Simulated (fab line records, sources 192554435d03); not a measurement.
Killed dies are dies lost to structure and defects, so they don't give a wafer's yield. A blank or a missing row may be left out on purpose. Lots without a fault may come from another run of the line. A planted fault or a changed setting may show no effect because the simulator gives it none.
Chamber matching | flow n5_finfet | N5_BEOL_M5_CMP_52 on cmp-01: 4 sister chambers
The step polishes, stops on SiCOH lowk, t overpolish 6.9 s, target thk 62 nm. 8 wafers are shown with their chamber, then 9 later ones without.

WAFERS WITH THEIR CHAMBER
wafer  | chamber | motor_current_A (A) | barrier_field_endpoint_s (s)
L082.1 | 3       | 7.0                 | 24.3
L082.5 | 0       | 6.0                 | 24.6
L085.1 | 1       | 6.0                 | 23.7
L085.4 | 2       | 6.7                 | 25.6
L085.5 | 2       | 6.5                 | 24.5
L089.2 | 3       | 6.9                 | 24.6
L089.3 | 1       | 6.3                 | 23.8
L089.4 | 0       | 6.0                 | 24.4

WAFERS WITHOUT THEIR CHAMBER
wafer  | motor_current_A (A) | barrier_field_endpoint_s (s)
L091.3 | 6.6                 | 25.2
L091.4 | 7.0                 | 25.5
L091.5 | 6.8                 | 25.3
L093.1 | 7.2                 | 22.8
L093.4 | 6.2                 | 24.6
L093.5 | 6.2                 | 24.4
L092.4 | 6.2                 | 23.8
L092.5 | 5.9                 | 24.8
L092.6 | 6.6                 | 24.5

WHICH CHAMBER EACH WENT THROUGH
wafer  | from the rows above          | in truth
L091.3 | 2                            | 2
L091.4 | can't be placed: 3 or 2      | 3
L091.5 | can't be placed: 2 or 3      | 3
L093.1 | 3                            | 3
L093.4 | can't be placed: 0 or 1 or 2 | 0
L093.5 | can't be placed: 0 or 1 or 2 | 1
L092.4 | can't be placed: 1 or 0      | 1
L092.5 | 0                            | 0
L092.6 | can't be placed: 2 or 3      | 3
Placed correctly: 3 of 9. Can't be placed from these rows: 6 (the true chamber is among the candidates in 6). Placed wrongly: 0.
How it was worked out, from the rows above alone: a wafer's distance from a chamber is the root of the sum, over the readings, of the square of ((its reading less the chamber's mean) divided by the reading's scatter). The wafer belongs to the nearest chamber; if the next one is less than 2 further off, it can't be placed. A chamber's mean is the mean of its shown wafers. The scatter: the root of (the sum of the squares of (reading less its chamber's mean) over the shown wafers, divided by (wafers less chambers)).
